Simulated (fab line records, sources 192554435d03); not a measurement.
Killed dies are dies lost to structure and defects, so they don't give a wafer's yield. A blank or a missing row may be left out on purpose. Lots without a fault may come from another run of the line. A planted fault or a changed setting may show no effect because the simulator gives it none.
Which tool did it? | flow n5_finfet | 12 lots, 36 wafers sampled, at 4 steps of a route of 1938

WHAT THE GAUGES READ, wafer by wafer
N5_FIN_SAQP_CD_MEAS_16: target cd 35.6 nm. Usual: cd_nm 35.7 nm, standard deviation 0.34.
lot  | measured    | on        | cd_nm (nm)     | flag
L182 | day 2 09:30 | cd_sem-02 | 35.4 35.5 35.9 |
L183 | day 2 15:18 | cd_sem-01 | 35.7 35.1 35.7 |
L185 | day 3 04:04 | cd_sem-02 | 35.4 35.5 35.6 |
L186 | day 3 09:49 | cd_sem-02 | 35.7 35.9 34.9 |
L188 | day 3 20:52 | cd_sem-02 | 35.2 35.3 35.2 |
L195 | day 5 15:40 | cd_sem-02 | 35.4 36.2 35.3 |
L196 | day 5 21:34 | cd_sem-01 | 35.2 35.7 35.9 |
L198 | day 6 09:36 | cd_sem-02 | 35.5 36.0 35.8 |
L200 | day 6 21:35 | cd_sem-02 | 35.6 36.0 35.8 |
L201 | day 7 05:39 | cd_sem-03 | 35.5 35.7 36.0 |
L202 | day 7 11:35 | cd_sem-01 | 35.2 35.2 36.1 |
L203 | day 7 16:35 | cd_sem-01 | 35.4 35.9 35.4 |

WHICH TOOL RAN EACH LOT (tool, then ch and the chambers of the sampled wafers, then the start)
lot  | N5_PMOS_HMC_CHANNEL_EPI_HM_OPEN_15 | N5_PMOS_HMC_CHANNEL_EPI_EPI_26 | N5_FIN_SAQP_COAT_50
L182 | rie_diel-04 ch 0,1,2, day 2 05:17  | epi_rpcvd-01 ch 0, day 2 07:35 | litho_track-05 ch 0, day 2 09:08
L183 | rie_diel-04 ch 2,3, day 2 11:18    | epi_rpcvd-04 ch 0, day 2 13:38 | litho_track-05 ch 0, day 2 15:04
L185 | rie_diel-04 ch 0,1,3, day 2 23:56  | epi_rpcvd-01 ch 0, day 3 02:21 | litho_track-03 ch 0, day 3 03:42
L186 | rie_diel-05 ch 1,2,3, day 3 05:38  | epi_rpcvd-04 ch 0, day 3 08:08 | litho_track-02 ch 0, day 3 09:34
L188 | rie_diel-03 ch 1,2, day 3 17:01    | epi_rpcvd-04 ch 0, day 3 19:19 | litho_track-02 ch 0, day 3 20:38
L195 | rie_diel-05 ch 0,2,3, day 5 11:29  | epi_rpcvd-01 ch 0, day 5 13:47 | litho_track-02 ch 0, day 5 15:25
L196 | rie_diel-05 ch 0,1, day 5 17:25    | epi_rpcvd-01 ch 0, day 5 19:50 | litho_track-02 ch 0, day 5 21:19
L198 | rie_diel-03 ch 0,1,2, day 6 05:31  | epi_rpcvd-01 ch 0, day 6 07:57 | litho_track-03 ch 0, day 6 09:14
L200 | rie_diel-05 ch 1,2, day 6 17:12    | epi_rpcvd-04 ch 0, day 6 19:47 | litho_track-03 ch 0, day 6 21:13
L201 | rie_diel-04 ch 2,3, day 6 23:29    | epi_rpcvd-01 ch 0, day 7 02:45 | litho_track-05 ch 0, day 7 05:17
L202 | rie_diel-05 ch 0,1, day 7 06:23    | epi_rpcvd-02 ch 0, day 7 09:38 | litho_track-03 ch 0, day 7 11:21
L203 | rie_diel-05 ch 0,3, day 7 12:18    | epi_rpcvd-04 ch 0, day 7 14:50 | litho_track-03 ch 0, day 7 16:20
- N5_PMOS_HMC_CHANNEL_EPI_HM_OPEN_15: chemistry CHF3/O2, target SiO2, target depth 40.6 nm, time 20.3 s.
- N5_PMOS_HMC_CHANNEL_EPI_EPI_26: deposits Si from SiH4/H2, target thk 3.8 nm, time 22.7 s.
- N5_FIN_SAQP_COAT_50: time 60 s, resist thk 35 nm.

WHAT THE TOOLS THEMSELVES READ (means of the sampled wafers that have a number; where no wafer has one, the mark that the record gives instead)
N5_PMOS_HMC_CHANNEL_EPI_HM_OPEN_15. Usual: O2_flow_sccm 5.000 sccm, standard deviation 0.014; drypump_motor_current_A 5.5 A, standard deviation 0.47; oes_product_au 0.81 a.u., standard deviation 0.092; rf_vpp_V 526 V, standard deviation 7.1; showerhead_plenum_p_Torr 2.45 Torr, standard deviation 0.1; throttle_valve_pct 18.94 %, standard deviation 0.26.
lot  | tool        | O2_flow_sccm (sccm) | drypump_motor_current_A (A) | oes_product_au (a.u.) | rf_vpp_V (V) | showerhead_plenum_p_Torr (Torr) | throttle_valve_pct (%) | flag
L182 | rie_diel-04 | 4.999               | 5.1                         | 0.76                  | 527          | 2.42                            | 18.90                  |
L183 | rie_diel-04 | 5.010               | 5.0                         | 0.75                  | 520          | 2.38                            | 18.91                  |
L185 | rie_diel-04 | 4.989               | 5.0                         | 0.77                  | 534          | 2.48                            | 18.93                  |
L186 | rie_diel-05 | 5.008               | 5.6                         | 0.75                  | 526          | 2.41                            | 19.04                  |
L188 | rie_diel-03 | 4.991               | 6.2                         | 0.74                  | 531          | 2.46                            | 18.94                  |
L195 | rie_diel-05 | 5.020               | 5.6                         | 0.82                  | 522          | 2.39                            | 18.85                  |
L196 | rie_diel-05 | 5.000               | 5.7                         | 0.87                  | 526          | 2.55                            | 18.93                  |
L198 | rie_diel-03 | 4.992               | 5.7                         | 0.75                  | 526          | 2.40                            | 19.03                  |
L200 | rie_diel-05 | 4.985               | 5.2                         | 0.96                  | 532          | 2.56                            | 18.97                  |
L201 | rie_diel-04 | 5.002               | 5.0                         | 0.74                  | 527          | 2.43                            | 18.98                  |
L202 | rie_diel-05 | 5.006               | 5.7                         | 0.87                  | 525          | 2.55                            | 18.96                  |
L203 | rie_diel-05 | 4.993               | 6.0                         | 0.87                  | 524          | 2.42                            | 18.61                  |

N5_PMOS_HMC_CHANNEL_EPI_EPI_26. Usual: throttle_valve_pct 11.15 %, standard deviation 0.21.
lot  | tool         | throttle_valve_pct (%) | flag
L182 | epi_rpcvd-01 | 11.16                  |
L183 | epi_rpcvd-04 | 11.30                  |
L185 | epi_rpcvd-01 | 11.29                  |
L186 | epi_rpcvd-04 | 11.21                  |
L188 | epi_rpcvd-04 | 11.03                  |
L195 | epi_rpcvd-01 | 11.32                  |
L196 | epi_rpcvd-01 | 11.11                  |
L198 | epi_rpcvd-01 | 11.27                  |
L200 | epi_rpcvd-04 | 11.39                  |
L201 | epi_rpcvd-01 | 11.19                  |
L202 | epi_rpcvd-02 | 10.79                  |
L203 | epi_rpcvd-04 | 11.11                  |

N5_FIN_SAQP_COAT_50. Usual: heater_power_total_W 427.7 W, standard deviation 2.1; spin_speed_rpm 1499.9 rpm, standard deviation 1.1.
lot  | tool           | heater_power_total_W (W) | spin_speed_rpm (rpm) | flag
L182 | litho_track-05 | 428.5                    | 1500.1               |
L183 | litho_track-05 | 426.9                    | 1499.5               |
L185 | litho_track-03 | 428.3                    | 1499.9               |
L186 | litho_track-02 | 426.4                    | 1500.8               |
L188 | litho_track-02 | 430.0                    | 1500.7               |
L195 | litho_track-02 | 426.3                    | 1456.6               | OFF
L196 | litho_track-02 | 428.7                    | 1458.3               | OFF
L198 | litho_track-03 | 427.0                    | 1500.3               |
L200 | litho_track-03 | 429.1                    | 1500.5               |
L201 | litho_track-05 | 426.7                    | 1499.7               |
L202 | litho_track-03 | 427.7                    | 1499.9               |
L203 | litho_track-03 | 427.0                    | 1499.4               |

THE ANSWER, worked out from the rows above alone
Rule: a lot is off if the mean of its wafers that have a number lies more than 3 standard deviations from the usual mean. A lot without any number at a reading at which 4 lots or more have one is off too. The other lots that the step has rows for count as sound. The gauges are gone through in route order, then the tools' own readings, and for those a lot's mean is taken as printed above. The first step at which some lot is off is used, and at that step the reading that is off furthest; a lot without a number counts as furthest.
Off: L195, L196, at N5_FIN_SAQP_COAT_50 (spin_speed_rpm).
A tool fits if, at that step or a process step before it, it ran every lot that is off, and no sound lot after the first of them. One fits: litho_track-02 at N5_FIN_SAQP_COAT_50. Its last sound lot is L188 (day 3 20:38), its first lot that is off L195 (day 5 15:25): a fault that began between those two fits.
The tool's own readings at N5_FIN_SAQP_COAT_50 bear it out: on the lots that are off they differ by more than 5 times the standard deviation of the sound lots' means. spin_speed_rpm reads 1457.4 rpm there against 1500.1 rpm on the sound lots.

WHAT THE SIMULATOR HAD PUT IN
Process parameter drift: litho_track-02, from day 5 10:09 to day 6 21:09, at N5_FIN_SAQP_COAT_50. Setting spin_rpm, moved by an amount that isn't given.
Lots struck among those shown: L195, L196. The rule above found the same.
